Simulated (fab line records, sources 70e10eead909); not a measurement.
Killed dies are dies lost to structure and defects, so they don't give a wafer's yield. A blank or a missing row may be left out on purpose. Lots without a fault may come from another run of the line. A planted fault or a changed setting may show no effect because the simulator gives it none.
Which tool did it? | flow nand_harc | 12 lots, 36 wafers sampled, at 7 steps of a route of 1159

WHAT THE GAUGES READ, wafer by wafer
NHARC_A_ONON_D1_THK_MEAS_11: measures by ellipsometry. Usual: thk_nm 1001 nm, standard deviation 11.
lot  | measured     | on            | thk_nm (nm)    | flag
L847 | day 8 08:19  | film_metro-02 | 1007 1009 1007 |
L850 | day 8 15:18  | film_metro-02 | 989 990 990    |
L851 | day 9 04:10  | film_metro-01 | 996 997 998    |
L854 | day 9 20:58  | film_metro-02 | 1009 1012 1011 |
L855 | day 10 02:05 | film_metro-02 | 1002 1003 1001 |
L856 | day 10 02:05 | film_metro-01 | 1016 1017 1016 |
L859 | day 10 20:07 | film_metro-01 | 997 997 997    |
L857 | day 10 20:08 | film_metro-02 | 1013 1014 1012 |
L858 | day 10 20:10 | film_metro-01 | 1020 1017 1018 |
L861 | day 11 20:09 | film_metro-01 | 997 997 995    |
L864 | day 12 04:16 | film_metro-01 | 999 998 999    |
L867 | day 13 00:41 | film_metro-02 | 990 990 990    |

NHARC_A_CHANNEL_HOLE_D1_OVL_MEAS_11. Usual: overlay_x_nm -0.2 nm, standard deviation 0.83; overlay_y_nm 0.0 nm, standard deviation 0.74.
lot  | measured     | on         | overlay_x_nm (nm) | overlay_y_nm (nm) | flag
L847 | day 8 22:16  | overlay-01 | 0.2 0.0 0.5       | -0.1 0.5 0.0      |
L850 | day 9 06:11  | overlay-01 | -1.2 -1.3 -1.3    | -0.8 -0.7 -0.5    |
L851 | day 9 19:10  | overlay-01 | -1.2 -1.7 -1.4    | -0.7 -0.9 -0.7    |
L854 | day 10 12:42 | overlay-02 | 0.0 -0.5 -0.6     | 0.7 1.0 0.5       |
L855 | day 10 17:40 | overlay-02 | -1.0 -1.3 -1.2    | 1.8 1.5 1.7       |
L856 | day 10 17:57 | overlay-01 | 0.0 0.3 0.0       | -0.1 -0.7 -1.5    |
L859 | day 11 09:22 | overlay-01 | -0.7 -0.2 -0.8    | 0.8 1.4 1.0       |
L857 | day 11 09:38 | overlay-02 | 1.1 1.2 0.7       | -0.1 0.0 -0.1     |
L858 | day 11 11:19 | overlay-02 | -0.2 -0.1 0.0     | -0.6 -0.9 -0.9    |
L861 | day 12 10:13 | overlay-01 | -2.2 -1.8 -1.6    | -0.8 -0.6 -0.3    |
L864 | day 12 17:47 | overlay-01 | 0.0 -0.3 0.0      | -0.4 0.9 0.7      |
L867 | day 13 15:45 | overlay-02 | -1.1 -1.2 -0.7    | 0.0 0.2 -0.2      |

NHARC_A_CHANNEL_HOLE_D1_INSPECT_12. Usual: raw_defect_count 6.0, standard deviation 2.8.
lot  | measured     | on                | raw_defect_count | flag
L847 | day 8 22:19  | defect_inspect-01 | 6 4 5            |
L850 | day 9 06:14  | defect_inspect-02 | 4 5 4            |
L851 | day 9 19:12  | defect_inspect-01 | 20 3 8           |
L854 | day 10 12:44 | defect_inspect-02 | 4 10 6           |
L855 | day 10 17:43 | defect_inspect-01 | 10 10 6          |
L856 | day 10 17:59 | defect_inspect-01 | 3 5 5            |
L859 | day 11 09:24 | defect_inspect-01 | 11 6 11          |
L857 | day 11 09:40 | defect_inspect-02 | 7 10 1           |
L858 | day 11 11:20 | defect_inspect-02 | 1420 1390 1467   | OFF
L861 | day 12 10:15 | defect_inspect-01 | 1447 1490 1464   | OFF
L864 | day 12 17:49 | defect_inspect-02 | 5 8 8            |
L867 | day 13 15:47 | defect_inspect-01 | 5 5 9            |

NHARC_A_CHANNEL_HOLE_D1_INSPECT_40. Usual: raw_defect_count 62, standard deviation 20.
lot  | measured     | on                | raw_defect_count | flag
L847 | day 9 05:40  | defect_inspect-01 | 56 59 34         |
L850 | day 9 13:11  | defect_inspect-01 | 75 73 68         |
L851 | day 10 02:07 | defect_inspect-01 | 68 80 95         |
L854 | day 10 19:40 | defect_inspect-02 | 56 60 92         |
L855 | day 11 00:41 | defect_inspect-02 | 55 54 52         |
L856 | day 11 01:14 | defect_inspect-02 | 26 91 31         |
L859 | day 11 16:21 | defect_inspect-01 | 59 70 69         |
L857 | day 11 16:38 | defect_inspect-01 | 56 59 57         |
L858 | day 11 20:32 | defect_inspect-02 | 1510 1456 1505   | OFF
L861 | day 12 17:13 | defect_inspect-01 | 1486 1513 1470   | OFF
L864 | day 13 01:34 | defect_inspect-02 | 103 72 60        |
L867 | day 14 01:11 | defect_inspect-01 | 51 65 42         |

NHARC_END_SORT_01. Usual: killed_at_array 28, standard deviation 11; killed_at_other 0.8, standard deviation 1.1; killed_at_periphery 3.3, standard deviation 2.8; killed_dies 32, standard deviation 11; killed_open 3.3, standard deviation 1.9; killed_short 1.9, standard deviation 1.4.
lot  | measured     | on        | killed_at_array | killed_at_other | killed_at_periphery | killed_dies | killed_open | killed_short | flag
L858 | day 22 14:04 | prober-01 | 142 119 148     | 0 0 0           | 1 9 5               | 143 128 153 | 1 3 1       | 3 3 3        | OFF
L861 | day 24 01:06 | prober-01 | 120 120 124     | 0 0 0           | 1 1 1               | 121 121 125 | 0 3 1       | 1 1 1        | OFF

WHICH TOOL RAN EACH LOT (tool, then ch and the chambers of the sampled wafers, then the start)
lot  | NHARC_A_CHANNEL_HOLE_D1_DEP_00 | NHARC_A_CHANNEL_HOLE_D1_ETCH_23
L847 | acl_dep-03 ch 0, day 8 20:10   | har_etch-02 ch 0,1, day 9 01:40
L850 | acl_dep-03 ch 0, day 9 03:29   | har_etch-02 ch 0,1, day 9 09:02
L851 | acl_dep-03 ch 0, day 9 16:22   | har_etch-01 ch 0,1, day 9 21:59
L854 | acl_dep-02 ch 0, day 10 09:43  | har_etch-01 ch 0,1, day 10 15:24
L855 | acl_dep-02 ch 0, day 10 16:02  | har_etch-01 ch 0,1, day 10 20:37
L856 | acl_dep-01 ch 0, day 10 15:13  | har_etch-02 ch 0,1, day 10 21:04
L859 | acl_dep-03 ch 0, day 11 06:37  | har_etch-01 ch 0,1, day 11 12:11
L857 | acl_dep-01 ch 0, day 11 06:53  | har_etch-02 ch 0,1, day 11 12:21
L858 | acl_dep-02 ch 0, day 11 08:18  | har_etch-01 ch 0,1, day 11 16:22
L861 | acl_dep-02 ch 0, day 12 07:31  | har_etch-02 ch 0,1, day 12 12:56
L864 | acl_dep-03 ch 0, day 12 15:15  | har_etch-02 ch 0,1, day 12 21:24
L867 | acl_dep-03 ch 0, day 13 12:58  | har_etch-02 ch 0,1, day 13 20:53
- NHARC_A_CHANNEL_HOLE_D1_DEP_00: deposits aC, target thk 3100 nm.
- NHARC_A_CHANNEL_HOLE_D1_ETCH_23: etches the open film in C4F8/O2/Ar, time 819 s, target depth 1600 nm.

WHAT THE TOOLS THEMSELVES READ (means of the sampled wafers that have a number; where no wafer has one, the mark that the record gives instead)
NHARC_A_CHANNEL_HOLE_D1_DEP_00. Usual: throttle_valve_pct 35.000 %, standard deviation 0.0084.
lot  | tool       | throttle_valve_pct (%) | flag
L847 | acl_dep-03 | 34.997                 |
L850 | acl_dep-03 | 34.999                 |
L851 | acl_dep-03 | 35.013                 |
L854 | acl_dep-02 | 34.996                 |
L855 | acl_dep-02 | 35.004                 |
L856 | acl_dep-01 | 34.994                 |
L859 | acl_dep-03 | 34.998                 |
L857 | acl_dep-01 | 35.002                 |
L858 | acl_dep-02 | 35.000                 |
L861 | acl_dep-02 | 35.005                 |
L864 | acl_dep-03 | 35.000                 |
L867 | acl_dep-03 | 35.001                 |

NHARC_A_CHANNEL_HOLE_D1_ETCH_23. Usual: drypump_motor_current_A 5.8 A, standard deviation 0.52; showerhead_plenum_p_Torr 3.75 Torr, standard deviation 0.072; throttle_valve_pct 32.155 %, standard deviation 0.0095.
lot  | tool        | drypump_motor_current_A (A) | showerhead_plenum_p_Torr (Torr) | throttle_valve_pct (%) | flag
L847 | har_etch-02 | 5.6                         | 3.73                            | 32.151                 |
L850 | har_etch-02 | 5.6                         | 3.73                            | 32.158                 |
L851 | har_etch-01 | 6.2                         | 3.81                            | 32.162                 |
L854 | har_etch-01 | 5.9                         | 3.81                            | 32.159                 |
L855 | har_etch-01 | 5.9                         | 3.81                            | 32.151                 |
L856 | har_etch-02 | 5.6                         | 3.72                            | 32.156                 |
L859 | har_etch-01 | 6.2                         | 3.80                            | 32.150                 |
L857 | har_etch-02 | 5.6                         | 3.72                            | 32.150                 |
L858 | har_etch-01 | 5.9                         | 3.80                            | 32.152                 |
L861 | har_etch-02 | 5.4                         | 3.67                            | 32.160                 |
L864 | har_etch-02 | 5.6                         | 3.71                            | 32.159                 |
L867 | har_etch-02 | 5.6                         | 3.70                            | 32.161                 |

THE ANSWER, worked out from the rows above alone
Rule: a lot is off if the mean of its wafers that have a number lies more than 3 standard deviations from the usual mean. A lot without any number at a reading at which 4 lots or more have one is off too. The other lots that the step has rows for count as sound. The gauges are gone through in route order, then the tools' own readings, and for those a lot's mean is taken as printed above. The first step at which some lot is off is used, and at that step the reading that is off furthest; a lot without a number counts as furthest.
Off: L858, L861, at NHARC_A_CHANNEL_HOLE_D1_INSPECT_12 (raw_defect_count).
A tool fits if, at a process step before that reading, it ran every lot that is off, and no sound lot after the first of them. The gauges at NHARC_A_CHANNEL_HOLE_D1_INSPECT_12 aren't tried: what is off there is off at NHARC_END_SORT_01 too, on other tools, and a gauge's error can't cause that. One fits: acl_dep-02 at NHARC_A_CHANNEL_HOLE_D1_DEP_00. Its last sound lot is L855 (day 10 16:02), its first lot that is off L858 (day 11 08:18): a fault that began between those two fits.

WHAT THE SIMULATOR HAD PUT IN
Chamber particle source: acl_dep-02, from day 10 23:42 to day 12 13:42, at NHARC_A_CHANNEL_HOLE_D1_DEP_00. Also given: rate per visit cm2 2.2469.
Lots struck among those shown: L858, L861. The rule above found the same.
